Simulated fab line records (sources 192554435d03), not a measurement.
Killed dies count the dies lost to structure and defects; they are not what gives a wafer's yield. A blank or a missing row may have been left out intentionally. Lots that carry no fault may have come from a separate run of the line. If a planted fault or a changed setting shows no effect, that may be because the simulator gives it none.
fab line records -- flow n5Finfet
record lots=9, wafers=27, lastDay=20
route steps=1938 shown FIN_SAQP@129 FIN_CUT@165 PASSIVATION@1936
lots that met no fault: taken from a fault-free run of the same line
startH: the number of hours between the record's first day and the start of the first shown wafer of the lot -- waitH: hours since the lot's step before -- " unchanged from the row above -- L1.1+2: one row covering several wafers at once -- - either no value or no given start -- * or withheld: withheld -- < > ~ a bound
route shown NAME@n: a module of which the file shows steps, and the number in the route of the first -- usual: average and standard deviation across the fault-free wafers -- same: alike in all rows -- chamber/n: place in a boat -- sites: readings site by site -- _std_site: the values' standard deviation -- _edge_site: outer sites' mean less inner sites' -- radiusMm: for every site, how far away it sits from the centre of the wafer -- mask NAME#n: copy n -- behind: the most recent tool/chamber to have shaped the wafer -- hold: cause of the lot's hold/its duration in hours/its outcome -- device: the transistor (n, p or np) that didn't switch -- end of line: the tests these same wafers got at the end of their route -- step lacking rows: just its recipe -- killed: count of dies lost to structure and defects at first sort (not the wafer's yield) -- map: a wafer's dies, x killed, . not, _ none there
set.NAME: the setting as run; set.NAME@STEP: as run at that earlier step -- model.NAME: the simulator's own value behind a step, which no gauge read
one table for each step of the route and one row for each wafer, over a sample of lots
services: when a tool's chamber went out of use (startH, in hours from the record's first day, below 0 if earlier), for how many hours, and the reason
## steps
# step N5_FIN_SAQP_ETCH_57
# recipe chemistry=CH3F/O2, target=SiNx, maskMaterial=SiO2, targetDepthA=325, timeS=46.4, pressureMtorr=30, sourceW=395, biasW=73, Ar_flow_sccm=150, CH3F_flow_sccm=30, O2_flow_sccm=20, ionEnergyEv=120, ends=cleared
# usual chamberPressureMTorr=29.997/0.029, drypumpMotorCurrentA=5.7/0.45, etchRfOnTimeS=46.0/0.72, oesProductAu=0.66/0.056, rfVppV=299.5/2.2, showerheadPlenumPTorr=2.03/0.036, throttleValvePct=16.31/0.16
lot.wafer,tool,chamber,startH,waitH,chamberPressureMTorr,drypumpMotorCurrentA,etchRfOnTimeS,oesProductAu,rfHoursCounterH,rfVppV,showerheadPlenumPTorr,throttleValvePct
L168.1,rieDiel-05,0,42.47,0.0,29.963,6.1,45.0,0.67,85,297.6,2.02,16.30
L168.2,rieDiel-05,3,42.47,0.0,30.011,5.5,45.5,0.67,126,297.0,2.09,16.23
L168.5,rieDiel-05,2,42.47,0.0,29.983,5.7,46.0,0.65,-,297.9,2.01,16.15
L169.1,rieDiel-02,0,50.69,0.0,29.989,6.2,45.4,0.78,21,300.0,2.04,16.12
L169.3,rieDiel-02,2,50.69,0.0,29.975,4.9,45.2,0.66,123,302.3,2.01,16.50
L169.4,rieDiel-02,3,50.69,0.0,30.036,5.8,45.2,0.63,190,302.0,2.07,16.43
L171.1,rieDiel-02,2,60.14,0.0,30.012,4.9,45.0,0.67,124,301.5,2.01,16.51
L171.2,rieDiel-02,3,60.14,0.0,30.008,5.9,45.0,0.62,192,302.1,2.06,16.44
L171.5,rieDiel-02,0,60.14,0.0,30.010,6.2,44.7,0.78,-,301.8,2.04,16.13
L174.1,rieDiel-02,1,78.75,0.0,29.982,5.7,45.1,0.65,142,299.3,2.01,16.41
L174.5,rieDiel-02,0,78.75,0.0,29.993,6.2,45.5,0.77,-,301.5,2.04,16.15
L174.6,rieDiel-02,3,78.75,0.0,29.979,5.8,45.8,0.62,-,301.0,2.06,16.44
L179.3,rieDiel-05,0,108.17,0.0,30.001,6.1,46.3,0.65,108,295.8,2.02,16.32
L179.5,rieDiel-05,3,108.17,0.0,30.008,5.5,46.9,0.65,-,299.0,2.09,16.28
L179.6,rieDiel-05,0,108.17,0.0,30.025,6.1,47.0,0.66,-,296.1,2.02,16.33
L184.3,rieDiel-05,3,152.05,0.3,30.041,5.5,46.3,0.63,158,297.6,2.08,16.30
L184.5,rieDiel-05,0,152.05,0.3,30.015,6.1,47.3,0.65,-,296.9,2.01,16.35
L184.6,rieDiel-05,1,152.05,0.3,30.014,6.3,46.3,0.75,-,299.6,1.96,16.00
L186.1,rieDiel-02,1,161.30,0.0,30.034,5.7,44.6,0.64,166,301.4,2.00,16.45
L186.4,rieDiel-02,0,161.30,0.0,29.961,6.2,46.4,0.74,51,300.2,2.03,16.21
L186.6,rieDiel-02,3,161.30,0.0,29.953,5.8,45.7,0.61,-,299.8,2.06,16.51
L187.1,rieDiel-02,2,161.51,0.0,30.006,4.9,45.7,0.64,152,301.2,2.00,16.56
L187.3,rieDiel-02,1,161.51,0.0,29.985,5.7,46.0,0.63,166,301.0,2.00,16.45
L187.6,rieDiel-02,2,161.51,0.0,29.958,4.9,46.4,0.64,-,302.2,2.00,16.56
L188.1,rieDiel-02,3,164.89,0.0,29.971,5.8,46.2,0.60,220,302.6,2.05,16.50
L188.2,rieDiel-02,2,164.89,0.0,29.953,4.9,46.3,0.63,154,301.2,2.00,16.54
L188.6,rieDiel-02,1,164.89,0.0,30.056,5.7,46.5,0.63,-,301.2,2.00,16.44
# step N5_FIN_SAQP_ETCH_69
# recipe chemistry=N2/H2, target=SOC, targetDepthA=1500, stopOn=SiNx, ionEnergyEv=100, biasW=61, pressureMtorr=30, sourceW=850, n2FlowSccm=200, h2FlowSccm=200
# usual chamberPressureMTorr=30.000/0.024, drypumpMotorCurrentA=5.8/0.43, oesProductAu=0.76/0.067, rfVppV=241.1/1, showerheadPlenumPTorr=2.57/0.048, throttleValvePct=17.78/0.19
lot.wafer,tool,chamber,startH,waitH,chamberPressureMTorr,drypumpMotorCurrentA,oesProductAu,rfHoursCounterH,rfVppV,showerheadPlenumPTorr,throttleValvePct
L168.1,rieDiel-02,0,43.32,-,30.008,6.2,0.91,19,241.0,2.59,17.60
L168.2,rieDiel-02,1,43.32,-,29.993,5.7,0.77,133,241.8,2.56,17.86
L168.5,rieDiel-02,2,43.32,-,30.020,4.9,0.77,-,240.6,2.55,18.03
L169.1,rieDiel-04,1,51.43,-,29.972,5.3,0.72,175,241.2,2.64,17.73
L169.3,rieDiel-04,0,51.43,-,29.987,6.0,0.70,184,238.7,2.53,17.71
L169.4,rieDiel-04,3,51.43,-,29.987,5.4,0.71,177,242.6,2.64,17.96
L171.1,rieDiel-05,0,60.88,-,29.945,6.1,0.76,92,241.0,2.57,17.76
L171.2,rieDiel-05,1,60.88,-,29.995,6.3,0.95,2,240.3,2.50,17.33
L171.5,rieDiel-05,2,60.88,-,30.002,5.7,0.74,-,240.8,2.54,17.58
L174.1,rieDiel-05,3,79.42,-,30.017,5.5,0.76,139,242.0,2.66,17.71
L174.5,rieDiel-05,3,79.42,-,29.992,5.5,0.77,-,242.1,2.66,17.70
L174.6,rieDiel-05,2,79.42,-,29.933,5.7,0.74,-,242.3,2.53,17.60
L179.3,rieDiel-04,3,108.84,-,30.000,5.3,0.69,196,240.2,2.63,17.99
L179.5,rieDiel-04,2,108.84,-,29.976,6.2,0.76,-,240.8,2.53,17.76
L179.6,rieDiel-04,3,108.84,-,30.052,5.3,0.69,-,240.6,2.63,17.99
L184.3,rieDiel-02,2,152.73,-,29.950,4.9,0.75,149,242.4,2.54,18.07
L184.5,rieDiel-02,3,152.73,-,30.010,5.8,0.70,-,243.2,2.62,18.01
L184.6,rieDiel-02,0,152.73,-,30.005,6.2,0.85,-,239.9,2.58,17.65
L186.1,rieDiel-04,0,162.03,-,30.012,6.0,0.68,215,241.6,2.52,17.76
L186.4,rieDiel-04,0,162.03,-,29.972,6.0,0.68,-,241.9,2.52,17.79
L186.6,rieDiel-04,2,162.03,-,30.000,6.2,0.75,-,240.1,2.53,17.77
L187.1,rieDiel-02,1,162.18,-,30.010,5.7,0.74,166,241.4,2.54,17.91
L187.3,rieDiel-02,3,162.18,-,30.017,5.8,0.70,219,241.9,2.62,18.02
L187.6,rieDiel-02,2,162.18,-,29.980,4.9,0.74,-,241.9,2.54,18.10
L188.1,rieDiel-05,2,165.75,-,30.021,5.7,0.72,193,239.1,2.52,17.64
L188.2,rieDiel-05,0,165.75,-,29.972,6.2,0.74,125,240.5,2.55,17.80
L188.6,rieDiel-05,1,165.75,-,30.013,6.3,0.86,-,241.4,2.48,17.38
# step N5_FIN_SAQP_MANDREL2_REMOVE_60
# recipe chemistry=HBr/Cl2/O2, btTimeS=10, target=a-Si, stopOn=SiNx, endpoint=OES-SiCl, overEtchFrac=1, icpW=600, biasW=22, HBr_flow_sccm=150, Cl2_flow_sccm=80, O2_flow_sccm=5, pressureMtorr=10
# usual chamberPressureMTorr=10.000/0.0091, drypumpMotorCurrentA=5.6/0.48, oesProductAu=1.000/0.023, throttleValvePct=36.88/0.27
lot.wafer,tool,chamber,startH,waitH,chamberPressureMTorr,drypumpMotorCurrentA,oesProductAu,rfHoursCounterH,throttleValvePct
L168.1,rieSi-02,2,44.99,0.1,9.997,5.0,1.021,71,37.19
L168.2,rieSi-02,1,44.99,0.1,10.002,5.9,0.994,183,37.20
L168.5,rieSi-02,0,44.99,0.1,10.009,5.4,1.018,-,36.97
L169.1,rieSi-01,0,52.14,0.1,9.992,5.4,0.996,91,36.77
L169.3,rieSi-01,3,52.14,0.1,10.002,5.8,0.994,122,36.35
L169.4,rieSi-01,2,52.14,0.1,9.991,6.4,0.992,69,36.80
L171.1,rieSi-02,0,61.60,0.1,9.997,5.5,1.010,30,36.99
L171.2,rieSi-02,2,61.60,0.1,10.009,5.0,1.012,71,37.20
L171.5,rieSi-02,1,61.60,0.1,9.995,5.8,0.987,-,37.19
L174.1,rieSi-02,3,80.18,0.1,9.997,5.6,0.965,3,36.70
L174.5,rieSi-02,3,80.18,0.1,9.998,5.6,0.962,-,36.69
L174.6,rieSi-02,0,80.18,0.1,9.997,5.4,1.026,-,36.99
L179.3,rieSi-01,2,109.56,0.1,10.007,6.4,0.998,71,36.80
L179.5,rieSi-01,3,109.56,0.1,10.008,5.7,1.000,-,36.35
L179.6,rieSi-01,0,109.56,0.1,9.987,5.4,0.991,-,36.78
L184.3,rieSi-02,1,153.57,0.1,10.002,5.8,0.993,185,37.20
L184.5,rieSi-02,3,153.57,0.1,9.996,5.6,0.976,-,36.70
L184.6,rieSi-02,2,153.57,0.1,9.991,5.0,1.017,-,37.19
L186.1,rieSi-03,1,163.12,0.1,10.000,5.6,0.988,183,37.09
L186.4,rieSi-03,2,163.12,0.1,10.001,5.2,1.020,107,36.62
L186.6,rieSi-03,3,163.12,0.1,9.994,4.9,1.030,-,36.94
L187.1,rieSi-01,1,163.37,0.1,9.995,6.7,1.024,84,36.99
L187.3,rieSi-01,3,163.37,0.1,9.987,5.8,0.993,124,36.34
L187.6,rieSi-01,2,163.37,0.1,10.005,6.4,0.997,-,36.81
L188.1,rieSi-02,3,166.49,0.1,10.019,5.6,0.960,5,36.70
L188.2,rieSi-02,2,166.49,0.1,10.009,5.0,1.012,73,37.19
L188.6,rieSi-02,1,166.49,0.1,10.013,5.9,0.986,-,37.20
# step N5_FIN_SAQP_ETCH_64
# recipe chemistry=CF4, target=SiO2, targetDepthA=15, ionEnergyEv=350, pressureMtorr=10, icpW=800, biasW=400, cf4FlowSccm=80
# usual chamberPressureMTorr=10.001/0.0094, drypumpMotorCurrentA=5.6/0.48, oesProductAu=0.997/0.021, throttleValvePct=21.90/0.23
lot.wafer,tool,chamber,startH,waitH,chamberPressureMTorr,drypumpMotorCurrentA,oesProductAu,rfHoursCounterH,throttleValvePct
L168.1,rieSi-03,1,45.42,0.0,10.019,5.6,0.983,181,22.13
L168.2,rieSi-03,3,45.42,0.0,9.993,4.9,1.020,79,21.86
L168.5,rieSi-03,2,45.42,0.0,10.003,5.2,1.006,-,21.64
L169.1,rieSi-02,0,52.57,0.0,10.016,5.4,1.022,30,22.11
L169.3,rieSi-02,2,52.57,0.0,9.993,5.0,1.013,71,22.20
L169.4,rieSi-02,1,52.57,0.0,10.002,5.8,0.993,183,22.07
L171.1,rieSi-03,0,62.02,0.0,10.011,6.0,0.977,148,21.66
L171.2,rieSi-03,3,62.02,0.0,10.009,4.9,1.027,79,21.87
L171.5,rieSi-03,2,62.02,0.0,10.002,5.2,1.019,-,21.65
L174.1,rieSi-03,0,80.60,0.0,9.999,6.0,0.979,148,21.64
L174.5,rieSi-03,3,80.60,0.0,9.984,5.0,1.027,-,21.85
L174.6,rieSi-03,0,80.60,0.0,10.018,6.0,0.979,-,21.67
L179.3,rieSi-02,2,110.04,0.0,10.008,5.0,0.996,72,22.17
L179.5,rieSi-02,0,110.04,0.0,9.999,5.4,1.010,-,22.09
L179.6,rieSi-02,3,110.04,0.0,9.998,5.6,0.948,-,21.61
L184.3,rieSi-03,2,154.05,0.0,9.983,5.2,1.007,106,21.63
L184.5,rieSi-03,1,154.05,0.0,9.997,5.6,0.985,-,22.15
L184.6,rieSi-03,0,154.05,0.0,10.002,6.0,0.973,-,21.64
L186.1,rieSi-03,3,163.61,0.0,9.995,4.9,1.021,81,21.88
L186.4,rieSi-03,0,163.61,0.0,9.989,6.0,0.976,149,21.65
L186.6,rieSi-03,0,163.61,0.0,10.000,6.0,0.985,-,21.65
L187.1,rieSi-02,1,163.84,0.0,10.002,5.8,0.987,185,22.06
L187.3,rieSi-02,0,163.84,0.0,10.003,5.4,1.016,32,22.08
L187.6,rieSi-02,3,163.84,0.0,10.007,5.6,0.952,-,21.62
L188.1,rieSi-01,1,166.99,0.1,10.008,6.7,1.030,84,22.17
L188.2,rieSi-01,3,166.99,0.1,10.008,5.8,0.990,124,21.55
L188.6,rieSi-01,2,166.99,0.1,10.010,6.4,1.004,-,21.89
# step N5_FIN_SAQP_INSPECT_40
# recipe inspectInstrument=brightfield, mode=aei
# usual rawDefectCount=221/57
lot.wafer,tool,chamber,startH,waitH,rawDefectCount
L168.1,defectInspect-02,-,45.69,0.0,169
L168.2,defectInspect-02,-,45.69,0.0,275
L168.5,defectInspect-02,-,45.69,0.0,167
L169.1,defectInspect-01,-,52.84,0.0,168
L169.3,defectInspect-01,-,52.84,0.0,218
L169.4,defectInspect-01,-,52.84,0.0,182
L171.1,defectInspect-02,-,62.30,0.0,1153
L171.2,defectInspect-02,-,62.30,0.0,1152
L171.5,defectInspect-02,-,62.30,0.0,1017
L174.1,defectInspect-01,-,80.87,0.0,1115
L174.5,defectInspect-01,-,80.87,0.0,1144
L174.6,defectInspect-01,-,80.87,0.0,1170
L179.3,defectInspect-01,-,110.31,0.0,179
L179.5,defectInspect-01,-,110.31,0.0,263
L179.6,defectInspect-01,-,110.31,0.0,200
L184.3,defectInspect-01,-,154.33,0.0,351
L184.5,defectInspect-01,-,154.33,0.0,156
L184.6,defectInspect-01,-,154.33,0.0,165
L186.1,defectInspect-02,-,163.88,0.0,197
L186.4,defectInspect-02,-,163.88,0.0,273
L186.6,defectInspect-02,-,163.88,0.0,183
L187.1,defectInspect-02,-,164.11,0.0,200
L187.3,defectInspect-02,-,164.11,0.0,228
L187.6,defectInspect-02,-,164.11,0.0,239
L188.1,defectInspect-02,-,167.26,0.0,246
L188.2,defectInspect-02,-,167.26,0.0,217
L188.6,defectInspect-02,-,167.26,0.0,174
# step N5_FIN_CUT_INSPECT_10
# recipe mode=adi, inspectInstrument=brightfield
# usual rawDefectCount=41/11
lot.wafer,tool,chamber,startH,waitH,rawDefectCount
L168.1,defectInspect-02,-,46.21,0.1,36
L168.2,defectInspect-02,-,46.21,0.1,44
L168.5,defectInspect-02,-,46.21,0.1,31
L169.1,defectInspect-01,-,53.23,0.1,29
L169.3,defectInspect-01,-,53.23,0.1,27
L169.4,defectInspect-01,-,53.23,0.1,30
L171.1,defectInspect-02,-,62.69,0.1,972
L171.2,defectInspect-02,-,62.69,0.1,977
L171.5,defectInspect-02,-,62.69,0.1,918
L174.1,defectInspect-02,-,81.26,0.1,933
L174.5,defectInspect-02,-,81.26,0.1,906
L174.6,defectInspect-02,-,81.26,0.1,971
L179.3,defectInspect-02,-,110.70,0.0,36
L179.5,defectInspect-02,-,110.70,0.0,36
L179.6,defectInspect-02,-,110.70,0.0,39
L184.3,defectInspect-02,-,154.72,0.0,59
L184.5,defectInspect-02,-,154.72,0.0,41
L184.6,defectInspect-02,-,154.72,0.0,25
L186.1,defectInspect-02,-,164.28,0.1,40
L186.4,defectInspect-02,-,164.28,0.1,46
L186.6,defectInspect-02,-,164.28,0.1,29
L187.1,defectInspect-01,-,164.50,0.1,35
L187.3,defectInspect-01,-,164.50,0.1,49
L187.6,defectInspect-01,-,164.50,0.1,45
L188.1,defectInspect-01,-,167.65,0.1,46
L188.2,defectInspect-01,-,167.65,0.1,43
L188.6,defectInspect-01,-,167.65,0.1,42
# step N5_PASSIVATION_PROBE_49
# usual killed_at_M0_to_M3=37/12, killed_at_M4_up=15/5.6, killedAtContacts=13/6.9, killedAtFrontEnd=40/11, killedAtOther=4/3.2, killedDies=109/20, killedOpen=73/15, killedShort=35/8.3
# same grossDies=1180, killedAtBackSide=0
lot.wafer,tool,chamber,startH,waitH,killed_at_M0_to_M3,killed_at_M4_up,killedAtContacts,killedAtFrontEnd,killedAtOther,killedDies,killedOpen,killedShort
L169.1,prober-02,-,363.73,0.0,34,10,24,43,4,115,74,39
L169.3,prober-02,-,363.83,0.1,30,10,15,42,0,97,63,33
L169.4,prober-02,-,363.88,0.2,23,10,18,46,4,101,62,37
L171.1,prober-02,-,376.34,0.0,40,8,13,147,4,212,98,33
L171.2,prober-02,-,376.39,0.1,21,14,12,179,0,226,60,27
L171.5,prober-02,-,376.54,0.2,39,12,5,184,7,247,75,39
L174.1,prober-01,-,380.74,0.0,34,13,4,202,0,253,74,33
L174.5,prober-01,-,380.94,0.2,50,14,5,170,5,244,79,34
L174.6,prober-01,-,380.99,0.3,42,16,7,179,2,246,74,34
L179.3,prober-01,-,411.94,0.1,39,13,8,35,1,96,68,28
L179.5,prober-01,-,412.04,0.2,34,8,8,44,3,97,50,47
L179.6,prober-01,-,412.09,0.3,39,12,5,32,4,92,61,30
L187.1,prober-02,-,464.55,0.0,29,11,14,23,7,84,50,34
L187.3,prober-02,-,464.65,0.1,28,16,8,33,4,89,57,31
L187.6,prober-02,-,464.80,0.3,24,8,4,36,11,83,50,33
# killed by level:class
L169.1 MOL_CONTACT_COAG:geometricParticle:open=19 STI_FIN_REVEAL:geometricParticle:open=12 BEOL_M2:geometricParticle:open=10 FIN_SAQP:geometricParticle:short=7 BEOL_M0_SAQP:geometricParticle:short=6 MOL_CONTACT_COAG:geometricParticle:short=5 BEOL_M0:geometricParticle:open=5 FIN_SAQP:geometricParticle:open=4
L169.3 BEOL_M2:geometricParticle:open=13 STI_FIN_REVEAL:geometricParticle:open=11 MOL_CONTACT_COAG:geometricParticle:open=11 FIN_SAQP:geometricParticle:short=7 FIN_SAQP:geometricParticle:open=5 MOL_CONTACT_COAG:geometricParticle:short=4 BEOL_M0_SAQP:geometricParticle:short=4 BEOL_M1:geometricParticle:open=4
L169.4 MOL_CONTACT_COAG:geometricParticle:open=13 FIN_SAQP:geometricParticle:open=10 BEOL_M2:geometricParticle:open=9 FIN_SAQP:geometricParticle:short=6 STI_FIN_REVEAL:geometricParticle:open=6 STI_FIN_REVEAL:geometricParticle:short=5 DUMMY_GATE:geometricParticle:open=5 MOL_CONTACT_COAG:geometricParticle:short=5
L171.1 FIN_SAQP:unspecified=80 FIN_SAQP:geometricParticle:open=22 STI_FIN_REVEAL:geometricParticle:open=18 MOL_CONTACT_COAG:geometricParticle:open=13 BEOL_M1:geometricParticle:open=10 GATE_CUT:geometricParticle:short=7 BEOL_M3:geometricParticle:open=7 BEOL_M0:geometricParticle:open=5
L171.2 FIN_SAQP:unspecified=139 FIN_SAQP:geometricParticle:short=10 MOL_CONTACT_COAG:geometricParticle:open=10 FIN_SAQP:geometricParticle:open=8 STI_FIN_REVEAL:geometricParticle:open=8 DUMMY_GATE:geometricParticle:open=8 BEOL_M4:geometricParticle:open=5 BEOL_M0_SAQP:geometricParticle:short=4
L171.5 FIN_SAQP:unspecified=133 FIN_SAQP:geometricParticle:open=14 STI_FIN_REVEAL:geometricParticle:open=12 BEOL_M0_SAQP:geometricParticle:short=11 BEOL_M0_SAQP:geometricParticle:open=10 BEOL_M4:geometricParticle:open=7 FIN_SAQP:geometricParticle:short=6 BEOL_M1:geometricParticle:open=6
L174.1 FIN_SAQP:unspecified=145 BEOL_M3:geometricParticle:open=18 FIN_SAQP:geometricParticle:short=14 STI_FIN_REVEAL:geometricParticle:open=13 FIN_SAQP:geometricParticle:open=9 DUMMY_GATE:geometricParticle:open=7 STI_FIN_REVEAL:geometricParticle:short=6 MOL_CONTACT_COAG:geometricParticle:open=4
L174.5 FIN_SAQP:unspecified=125 STI_FIN_REVEAL:geometricParticle:open=20 BEOL_M3:geometricParticle:open=12 BEOL_M2:geometricParticle:open=10 BEOL_M0_SAQP:geometricParticle:short=9 BEOL_M1:geometricParticle:open=6 FIN_SAQP:geometricParticle:short=5 BEOL_M0_SAQP:geometricParticle:open=5
L174.6 FIN_SAQP:unspecified=137 BEOL_M2:geometricParticle:open=13 FIN_SAQP:geometricParticle:short=12 FIN_SAQP:geometricParticle:open=10 BEOL_M4:geometricParticle:open=10 BEOL_M0_SAQP:geometricParticle:open=8 MOL_CONTACT_COAG:geometricParticle:open=6 STI_FIN_REVEAL:geometricParticle:open=5
L179.3 BEOL_M0_SAQP:geometricParticle:short=11 STI_FIN_REVEAL:geometricParticle:open=10 BEOL_M1:geometricParticle:open=9 MOL_CONTACT_COAG:geometricParticle:open=8 BEOL_M2:geometricParticle:open=8 BEOL_M0_SAQP:geometricParticle:open=6 ILD0:geometricParticle:open=4 FIN_SAQP:geometricParticle:open=3
L179.5 FIN_SAQP:geometricParticle:short=12 BEOL_M0_SAQP:geometricParticle:short=12 STI_FIN_REVEAL:geometricParticle:open=10 BEOL_M0_SAQP:geometricParticle:open=8 MOL_CONTACT_COAG:geometricParticle:open=5 FIN_SAQP:geometricParticle:open=4 ILD0:geometricParticle:short=4 MOL_CONTACT_COAG:geometricParticle:short=3
L179.6 STI_FIN_REVEAL:geometricParticle:open=10 BEOL_M3:geometricParticle:open=9 BEOL_M2:geometricParticle:open=7 BEOL_M0_SAQP:geometricParticle:short=6 BEOL_M0_SAQP:geometricParticle:open=5 BEOL_M0:geometricParticle:open=5 FIN_SAQP:geometricParticle:open=4 MOL_CONTACT_COAG:geometricParticle:open=4
L187.1 MOL_CONTACT_COAG:geometricParticle:open=14 BEOL_M0_SAQP:geometricParticle:short=10 BEOL_M0_SAQP:geometricParticle:open=10 FIN_SAQP:geometricParticle:short=9 BEOL_M1:geometricParticle:open=5 BEOL_M4:geometricParticle:open=4 FIN_SAQP:geometricParticle:open=3 DUMMY_GATE:geometricParticle:open=3
L187.3 FIN_SAQP:geometricParticle:open=7 MOL_CONTACT_COAG:geometricParticle:open=7 BEOL_M4:geometricParticle:open=6 FIN_SAQP:geometricParticle:short=5 BEOL_M1:geometricParticle:open=5 BEOL_M2:geometricParticle:open=5 STARTING-WAFER:geometricParticle:short=5 ILD0:geometricParticle:open=4
L187.6 ILD0:geometricParticle:short=7 GATE_CUT:geometricParticle:short=6 BEOL_M0_SAQP:geometricParticle:short=6 BEOL_M0_SAQP:geometricParticle:open=5 BEOL_M1:geometricParticle:open=5 FIN_SAQP:geometricParticle:open=4 MIM_BOT:geometricParticle:open=4 DUMMY_GATE:geometricParticle:open=3
## services
tool,chamber,startH,hours,kind
rieSi-01,-,24.00,2.1,repair
rieDiel-05,1,30.81,-,clean
rieDiel-05,1,30.81,-,consumableReplace:focusRing
rieDiel-05,1,30.81,23.1,scheduledDown
rieDiel-05,1,30.81,23.1,ventCycle
rieSi-01,-,37.42,14.6,pm
rieSi-03,0,38.13,3.4,repair
rieSi-03,-,70.51,2.8,pm
rieDiel-02,-,71.96,1.9,repair
rieDiel-02,-,91.19,4.7,repair
rieDiel-04,1,137.43,26.9,repair
rieDiel-04,-,140.31,15.6,pm
rieSi-01,1,143.65,4.7,repair
rieSi-02,0,144.13,3.1,repair
rieSi-01,2,148.58,5.1,repair
## key
firstSign step=N5_FIN_SAQP_INSPECT_40, reading=rawDefectCount, direction=up, sigmas=16, usual=221, struck=1125
effect step=N5_FIN_CUT_INSPECT_10, reading=rawDefectCount, direction=up, sigmas=81, usual=41, struck=946
effect step=N5_PASSIVATION_PROBE_49, reading=killedAtFrontEnd, direction=up, sigmas=12, usual=40, struck=177
moreKillsBornAt N5_FIN_SAQP_ETCH_57@rieDiel-02=758
metAt N5_FIN_SAQP_ETCH_57
struckLots L171,L174
testerLeftOut L171,L174
notActingAt N5_FIN_SAQP_ETCH_69,N5_FIN_SAQP_MANDREL2_REMOVE_60,N5_FIN_SAQP_ETCH_64
onsetBetween 50.69 60.14
fault kind=chamberParticleSource, tool=rieDiel-02, chamber=-, onsetH=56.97, steps=N5_FIN_SAQP_ETCH_57, ratePerVisitCm2=1.4158, endH=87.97
# testerLeftOut: of these lots the tester's yield and bins aren't shown, on N5 and GAA mostly nor the transistor test; their killed dies are dies lost to structure and defects alone, not to doping, threshold or leakage, so they don't give the yield
